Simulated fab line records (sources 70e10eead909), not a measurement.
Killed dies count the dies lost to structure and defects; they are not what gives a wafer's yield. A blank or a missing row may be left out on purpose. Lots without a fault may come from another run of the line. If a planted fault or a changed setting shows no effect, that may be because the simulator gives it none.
Which tool is to blame? | flow nand_harc | 11 lots, 33 wafers sampled, at 5 steps of a route of 1302

== WHAT THE GAUGES READ, wafer by wafer ==
NHARC_A_BONDPAD_THK_MEAS_20: measures by xrf. Usual: thk_nm 170.3 nm, standard deviation 1.4.
lot  | measured     | on            | thk_nm (nm)       | flag
L756 | day 23 02:25 | film_metro-02 | 170.1 172.5 170.3 |
L758 | day 23 15:07 | film_metro-01 | 171.7 170.4 172.9 |
L760 | day 24 03:21 | film_metro-01 | 170.1 169.1 168.0 |
L761 | day 24 11:42 | film_metro-01 | 170.1 169.4 172.9 |
L764 | day 26 16:31 | film_metro-02 | 168.3 168.6 169.3 |
L767 | day 27 05:08 | film_metro-01 | 170.1 168.8 169.2 |
L768 | day 28 10:26 | film_metro-01 | 170.2 171.1 170.3 |
L769 | day 28 11:07 | film_metro-02 | 169.6 168.2 170.9 |
L776 | day 31 13:47 | film_metro-01 | 171.7 172.3 170.8 |
L778 | day 32 02:46 | film_metro-02 | 168.5 169.7 169.3 |
L779 | day 33 18:30 | film_metro-02 | 171.7 171.7 169.0 |

NHARC_END_SORT_01. Usual: defect_limited_yield 91.6 %, standard deviation 2.8; killed_at_array 52, standard deviation 18; killed_at_other 0.6, standard deviation 0.83; killed_at_periphery 4.3, standard deviation 2.8; killed_dies 57, standard deviation 19; killed_open 3.4, standard deviation 2; killed_short 2.5, standard deviation 1.7; sort_bin_2_pct 3.0 %, standard deviation 1.1; sort_bin_3_pct 0.6 %, standard deviation 0.41; sort_bin_4_pct 4.7 %, standard deviation 1.6; sort_n_pass 620, standard deviation 19; sort_rim_yield_pct 91 %, standard deviation 3.7; sort_yield_pct 91.6 %, standard deviation 2.8.
lot  | measured     | on        | defect_limited_yield (%) | killed_at_array | killed_at_other | killed_at_periphery | killed_dies | killed_open | killed_short | sort_bin_2_pct (%) | sort_bin_3_pct (%) | sort_bin_4_pct (%) | sort_n_pass | sort_rim_yield_pct (%) | sort_yield_pct (%) | flag
L764 | day 27 22:25 | prober-02 | 90.0 91.3 89.8           | 66 55 66        | 1 1 2           | 1 3 1               | 68 59 69    | 4 6 4       | 2 4 2        | 4.0 3.7 3.4        | 0.9 0.9 0.1        | 5.2 4.1 6.6        | 609 618 608 | 93 88 92               | 90.0 91.3 89.8     |
L768 | day 29 17:01 | prober-01 | 93.6 94.8 95.0           | 37 31 25        | 1 0 1           | 5 4 8               | 43 35 34    | 4 4 3       | 3 2 2        | 2.7 3.2 2.1        | 0 0.4 0            | 3.7 1.5 3.0        | 634 642 643 | 88 92 91               | 93.6 94.8 95.0     |

== WHAT TOOL EACH LOT RAN ON (gives the tool, then ch and the chambers of the sampled wafers, and finally the start) ==
lot  | NHARC_A_BONDPAD_ETCH_24                       | NHARC_THIN_TSV_ETCH_44             | NHARC_THIN_TSV_ETCH_36
L756 | rie_diel-08 ch 0,1,3, day 23 02:25 or earlier | rie_diel-11 ch 2,3, day 23 14:04   | rie_metal-02 ch 0,1, day 23 20:17
L758 | rie_diel-03 ch 0,2, day 23 15:07 or earlier   | rie_diel-11 ch 0,1, day 24 05:04   | rie_metal-01 ch 0,1, day 24 11:13
L760 | rie_diel-03 ch 0,1,3, day 24 03:21 or earlier | rie_diel-12 ch 0,2, day 24 18:08   | rie_metal-02 ch 1, day 25 00:19
L761 | rie_diel-03 ch 1,2,3, day 24 11:42 or earlier | rie_diel-12 ch 0,2,3, day 25 03:09 | rie_metal-03 ch 0,1, day 25 09:21
L764 | rie_diel-03 ch 0,1,3, day 26 16:31 or earlier | rie_diel-09 ch 2,3, day 27 06:40   | rie_metal-01 ch 0,1, day 27 12:57
L767 | rie_diel-03 ch 1,2, day 27 05:08 or earlier   | rie_diel-11 ch 0,1,2, day 27 20:26 | rie_metal-03 ch 0,1, day 28 02:31
L768 | rie_diel-05 ch 1,2,3, day 28 10:26 or earlier | rie_diel-11 ch 0,3, day 29 01:23   | rie_metal-01 ch 0,1, day 29 07:35
L769 | rie_diel-08 ch 0,1,2, day 28 11:07 or earlier | rie_diel-11 ch 1,2,3, day 29 02:45 | rie_metal-03 ch 0,1, day 29 08:48
L776 | rie_diel-03 ch 0,1,3, day 31 13:47 or earlier | rie_diel-12 ch 0,2,3, day 32 05:17 | rie_metal-03 ch 0,1, day 32 11:31
L778 | rie_diel-08 ch 0,1,3, day 32 02:46 or earlier | rie_diel-09 ch 1,2,3, day 32 21:14 | rie_metal-03 ch 0,1, day 33 03:32
L779 | rie_diel-05 ch 1,2,3, day 33 18:30 or earlier | rie_diel-11 ch 0,1,3, day 34 07:25 | rie_metal-02 ch 0,1, day 34 13:40
- NHARC_A_BONDPAD_ETCH_24: etches the open film in CF4/N2, target depth 30 nm, time 72.99 s.
- NHARC_THIN_TSV_ETCH_44: etches the open film in CF4/O2, target depth 1594.2 nm, time 797.1 s.
- NHARC_THIN_TSV_ETCH_36: etches the open film in Cl2/BCl3, target depth 65 nm, time 18.571 s.

== WHAT THE TOOLS THEMSELVES READ (means of the sampled wafers that have a number; where no wafer has one, the mark that the record gives instead) ==
NHARC_A_BONDPAD_ETCH_24. Usual: drypump_motor_current_A 5.8 A, standard deviation 0.37; oes_product_au 1.001 a.u., standard deviation 0.01; rf_vpp_V 314.3 V, standard deviation 2.4; showerhead_plenum_p_Torr 2.63 Torr, standard deviation 0.13; throttle_valve_pct 19.795 %, standard deviation 0.0098.
lot  | tool        | drypump_motor_current_A (A) | oes_product_au (a.u.) | rf_vpp_V (V) | showerhead_plenum_p_Torr (Torr) | throttle_valve_pct (%) | flag
L756 | rie_diel-08 | 5.7                         | 1.001                 | 313.9        | 2.59                            | 19.798                 |
L758 | rie_diel-03 | 5.8                         | 1.005                 | 314.9        | 2.72                            | 19.803                 |
L760 | rie_diel-03 | 5.8                         | 0.995                 | 312.7        | 2.58                            | 19.793                 |
L761 | rie_diel-03 | 5.8                         | 0.987                 | 314.0        | 2.62                            | 19.799                 |
L764 | rie_diel-03 | 5.7                         | 1.002                 | 314.2        | 2.58                            | 19.790                 |
L767 | rie_diel-03 | 6.1                         | 1.001                 | 315.8        | 2.71                            | 19.792                 |
L768 | rie_diel-05 | 5.6                         | 1.002                 | 315.2        | 2.67                            | 19.796                 |
L769 | rie_diel-08 | 5.7                         | 1.001                 | 314.6        | 2.69                            | 19.796                 |
L776 | rie_diel-03 | 5.7                         | 0.988                 | 313.3        | 2.57                            | 19.797                 |
L778 | rie_diel-08 | 5.7                         | 1.000                 | 316.0        | 2.70                            | 19.799                 |
L779 | rie_diel-05 | 5.6                         | 1.016                 | 314.4        | 2.66                            | 19.786                 |

NHARC_THIN_TSV_ETCH_44. Usual: drypump_motor_current_A 5.6 A, standard deviation 0.54; oes_product_au 0.997 a.u., standard deviation 0.01; rf_vpp_V 792 V, standard deviation 5.5; showerhead_plenum_p_Torr 1.80 Torr, standard deviation 0.085; throttle_valve_pct 16.913 %, standard deviation 0.0085.
lot  | tool        | drypump_motor_current_A (A) | oes_product_au (a.u.) | rf_vpp_V (V) | showerhead_plenum_p_Torr (Torr) | throttle_valve_pct (%) | flag
L756 | rie_diel-11 | 5.8                         | 0.993                 | 790          | 1.76                            | 16.910                 |
L758 | rie_diel-11 | 5.9                         | 0.994                 | 790          | 1.77                            | 16.922                 |
L760 | rie_diel-12 | 5.9                         | 1.003                 | 794          | 1.83                            | 16.902                 |
L761 | rie_diel-12 | 5.9                         | 1.004                 | 791          | 1.78                            | 16.915                 |
L764 | rie_diel-09 | 5.9                         | 1.008                 | 795          | 1.84                            | 16.913                 |
L767 | rie_diel-11 | 5.9                         | 0.987                 | 791          | 1.78                            | 16.911                 |
L768 | rie_diel-11 | 5.2                         | 0.987                 | 788          | 1.74                            | 16.910                 |
L769 | rie_diel-11 | 5.6                         | 0.992                 | 790          | 1.78                            | 16.911                 |
L776 | rie_diel-12 | 5.9                         | 1.006                 | 791          | 1.78                            | 16.907                 |
L778 | rie_diel-09 | 5.3                         | 0.997                 | 792          | 1.78                            | 16.921                 |
L779 | rie_diel-11 | 5.5                         | 0.992                 | 791          | 1.77                            | 16.914                 |

NHARC_THIN_TSV_ETCH_36. Usual: drypump_motor_current_A 6.0 A, standard deviation 0.49; oes_product_au 0.998 a.u., standard deviation 0.011.
lot  | tool         | drypump_motor_current_A (A) | oes_product_au (a.u.) | flag
L756 | rie_metal-02 | 5.9                         | 1.009                 |
L758 | rie_metal-01 | 5.6                         | 1.002                 |
L760 | rie_metal-02 | 6.1                         | 1.017                 |
L761 | rie_metal-03 | 6.4                         | 0.996                 |
L764 | rie_metal-01 | 5.6                         | 0.997                 |
L767 | rie_metal-03 | 6.4                         | 0.996                 |
L768 | rie_metal-01 | 5.6                         | 0.997                 |
L769 | rie_metal-03 | 6.1                         | 0.987                 |
L776 | rie_metal-03 | 6.4                         | 0.886                 | OFF
L778 | rie_metal-03 | 6.1                         | 0.889                 | OFF
L779 | rie_metal-02 | 5.8                         | 0.999                 |

== THE ANSWER, worked out from the rows above alone ==
Rule: a lot counts as off when the mean over its wafers that have a number is more than 3 standard deviations away from the usual mean. Also off: a lot with no number at a reading for which 4 or more lots have one. Any other lot the step has rows for is counted as sound. After the gauges, taken in route order, come the tools' own readings; for these a lot's mean is taken, as printed above. The first step at which some lot is off is used, and at that step the reading that is off furthest; a lot without a number counts as furthest.
Off: L776, L778, at NHARC_THIN_TSV_ETCH_36 (oes_product_au).
If a tool, at that step or one of the process steps before it, ran each lot that is off and ran no sound lot following the first of them, it fits. NHARC_A_BONDPAD_ETCH_24: start missing for some lots; hours and lot order therefore follow NHARC_A_BONDPAD_THK_MEAS_20. One candidate fits, namely rie_metal-03 at NHARC_THIN_TSV_ETCH_36. A fault onset in the window from L769 (day 29 08:48, its last sound lot) to L776 (day 32 11:31, its first lot off) fits.
On the lots that are off, the tool's own readings at NHARC_THIN_TSV_ETCH_36 differ by more than 5 times the standard deviation of the sound lots' means, which bears it out; oes_product_au reads 0.887 a.u. there versus 1.000 a.u. on the sound lots.

== WHAT THE SIMULATOR PUT IN ==
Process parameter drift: rie_metal-03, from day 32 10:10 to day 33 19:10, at NHARC_THIN_TSV_ETCH_36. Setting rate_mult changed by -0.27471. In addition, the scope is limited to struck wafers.
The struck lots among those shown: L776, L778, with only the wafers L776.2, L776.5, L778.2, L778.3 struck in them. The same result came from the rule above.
